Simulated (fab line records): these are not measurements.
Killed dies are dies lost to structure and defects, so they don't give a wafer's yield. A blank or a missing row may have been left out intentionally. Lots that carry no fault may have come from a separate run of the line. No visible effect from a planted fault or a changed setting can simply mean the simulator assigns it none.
Split-lot study / flow n5_finfet / 21 wafers read across 7 lots, on a route 1938 steps long

## THE SPLIT
At N5_BEOL_M14_DEP_53 (deposits SiCN from 3MS/NH3, target thk 50 nm, time 17.8 s), the setting time_s was moved away from the recipe's 17.8 s on 5 of the 21 wafers read, by -11.3% to +10.2%. This setting was run at the recipe's value on the other wafers.

Reading taken at the split's own step.

## THE READING
SiCN_of_BEOL_M14_DEP_53.thk_nm (the simulator's own value, which no gauge read), in nm, at N5_BEOL_M14_DEP_53 (deposits SiCN from 3MS/NH3, target thk 50 nm, time 17.8 s). The file does not state a usual value for it. Here, 16 wafers ran the recipe; their average is 49.8 nm with a standard deviation of 0.67 nm.

wafer=L075.1; tool, chamber at the split=pecvd-01, 2; time_s as run, s=17.8; against the recipe=recipe; SiCN_of_BEOL_M14_DEP_53.thk_nm, nm=49.8; against lot-mates on the recipe=-
wafer=L075.3; tool, chamber at the split=pecvd-01, 0; time_s as run, s=17.8; against the recipe=recipe; SiCN_of_BEOL_M14_DEP_53.thk_nm, nm=50.6; against lot-mates on the recipe=-
wafer=L075.4; tool, chamber at the split=pecvd-01, 0; time_s as run, s=17.8; against the recipe=recipe; SiCN_of_BEOL_M14_DEP_53.thk_nm, nm=50; against lot-mates on the recipe=-
wafer=L078.2; tool, chamber at the split=pecvd-03, 2; time_s as run, s=17.8; against the recipe=recipe; SiCN_of_BEOL_M14_DEP_53.thk_nm, nm=49.6; against lot-mates on the recipe=-
wafer=L078.4; tool, chamber at the split=pecvd-03, 0; time_s as run, s=17.8; against the recipe=recipe; SiCN_of_BEOL_M14_DEP_53.thk_nm, nm=50.6; against lot-mates on the recipe=-
wafer=L078.5; tool, chamber at the split=pecvd-03, 2; time_s as run, s=17.8; against the recipe=recipe; SiCN_of_BEOL_M14_DEP_53.thk_nm, nm=50.4; against lot-mates on the recipe=-
wafer=L077.2; tool, chamber at the split=pecvd-04, 2; time_s as run, s=17.8; against the recipe=recipe; SiCN_of_BEOL_M14_DEP_53.thk_nm, nm=49.2; against lot-mates on the recipe=-
wafer=L077.3; tool, chamber at the split=pecvd-04, 1; time_s as run, s=17.8; against the recipe=recipe; SiCN_of_BEOL_M14_DEP_53.thk_nm, nm=48.6; against lot-mates on the recipe=-
wafer=L077.4; tool, chamber at the split=pecvd-04, 1; time_s as run, s=17.8; against the recipe=recipe; SiCN_of_BEOL_M14_DEP_53.thk_nm, nm=49.4; against lot-mates on the recipe=-
wafer=L081.3; tool, chamber at the split=pecvd-01, 2; time_s as run, s=17.8; against the recipe=recipe; SiCN_of_BEOL_M14_DEP_53.thk_nm, nm=49.8; against lot-mates on the recipe=-
wafer=L081.4; tool, chamber at the split=pecvd-01, 1; time_s as run, s=17.8; against the recipe=recipe; SiCN_of_BEOL_M14_DEP_53.thk_nm, nm=50.4; against lot-mates on the recipe=-
wafer=L081.6; tool, chamber at the split=pecvd-01, 0; time_s as run, s=17.8; against the recipe=recipe; SiCN_of_BEOL_M14_DEP_53.thk_nm, nm=50.6; against lot-mates on the recipe=-
wafer=L079.3; tool, chamber at the split=pecvd-04, 2; time_s as run, s=17.8; against the recipe=recipe; SiCN_of_BEOL_M14_DEP_53.thk_nm, nm=48.6; against lot-mates on the recipe=-
wafer=L079.4; tool, chamber at the split=pecvd-04, 1; time_s as run, s=17.8; against the recipe=recipe; SiCN_of_BEOL_M14_DEP_53.thk_nm, nm=48.8; against lot-mates on the recipe=-
wafer=L079.6; tool, chamber at the split=pecvd-04, 2; time_s as run, s=16.3; against the recipe=-8.4%; SiCN_of_BEOL_M14_DEP_53.thk_nm, nm=46; against lot-mates on the recipe=-2.7
wafer=L082.2; tool, chamber at the split=pecvd-03, 1; time_s as run, s=17.8; against the recipe=recipe; SiCN_of_BEOL_M14_DEP_53.thk_nm, nm=49.6; against lot-mates on the recipe=-
wafer=L082.4; tool, chamber at the split=pecvd-03, 1; time_s as run, s=19.61; against the recipe=+10.2%; SiCN_of_BEOL_M14_DEP_53.thk_nm, nm=55.4; against lot-mates on the recipe=+5.8
wafer=L082.5; tool, chamber at the split=pecvd-03, 2; time_s as run, s=19.61; against the recipe=+10.2%; SiCN_of_BEOL_M14_DEP_53.thk_nm, nm=56.2; against lot-mates on the recipe=+6.6
wafer=L088.3; tool, chamber at the split=pecvd-04, 0; time_s as run, s=17.8; against the recipe=recipe; SiCN_of_BEOL_M14_DEP_53.thk_nm, nm=50; against lot-mates on the recipe=-
wafer=L088.5; tool, chamber at the split=pecvd-04, 0; time_s as run, s=15.78; against the recipe=-11.3%; SiCN_of_BEOL_M14_DEP_53.thk_nm, nm=44.4; against lot-mates on the recipe=-5.6
wafer=L088.6; tool, chamber at the split=pecvd-04, 2; time_s as run, s=15.78; against the recipe=-11.3%; SiCN_of_BEOL_M14_DEP_53.thk_nm, nm=45.2; against lot-mates on the recipe=-4.8

THE FIT
A straight line over all 21 wafers: SiCN_of_BEOL_M14_DEP_53.thk_nm changes by +0.502 nm for each +1% of time_s; r = +0.96; the points scatter about the line by 0.73 nm.
The same after taking each lot's own level away (the mean of its wafers on the recipe; 21 wafers): +0.503 nm for each +1%; r = +0.98; scatter 0.58 nm.
That fit puts the effect of the largest move of time_s on the reading at 5.7 nm.
Across the lots, their own levels run from 48.70 to 50.27 nm, a range of 2.3 times the standard deviation given above.
The two slopes are in agreement: the lot-to-lot level therefore moves the slope only a little.
Check: with one of the wafers moved furthest among these (-11.3%) left out of the fit, the line predicts -5.44 nm for it against its lot-mates. Against them it came out at -5.6 nm.

## THESE WAFERS: OTHER SPLITS
Before the reading, these wafers also passed through other splits. Each is held against what the fit with the lots' levels taken away leaves over:
other split on the same wafers=N5_BEOL_M11_COAT_22 spin_rpm; wafers away from the commonest value=6; r with SiCN_of_BEOL_M14_DEP_53.thk_nm (lot level and that fit taken away)=+0.07
other split on the same wafers=N5_BEOL_M13_ILD_DEP_00 time_s; wafers away from the commonest value=6; r with SiCN_of_BEOL_M14_DEP_53.thk_nm (lot level and that fit taken away)=-0.22
other split on the same wafers=N5_BEOL_M13_COAT_04 spin_rpm; wafers away from the commonest value=7; r with SiCN_of_BEOL_M14_DEP_53.thk_nm (lot level and that fit taken away)=+0.10
other split on the same wafers=N5_BEOL_M13_SPUTTER_43 time_s; wafers away from the commonest value=9; r with SiCN_of_BEOL_M14_DEP_53.thk_nm (lot level and that fit taken away)=+0.26
other split on the same wafers=N5_BEOL_M13_CMP_49 down_force_psi; wafers away from the commonest value=4; r with SiCN_of_BEOL_M14_DEP_53.thk_nm (lot level and that fit taken away)=+0.07
other split on the same wafers=N5_BEOL_M14_SPUTTER_44 time_s; wafers away from the commonest value=7; r with SiCN_of_BEOL_M14_DEP_53.thk_nm (lot level and that fit taken away)=-0.45

## FILE'S OWN FIT
SiCN_of_BEOL_M14_DEP_53.thk_nm changes by +0.478 nm for each +1% of time_s, r = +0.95.
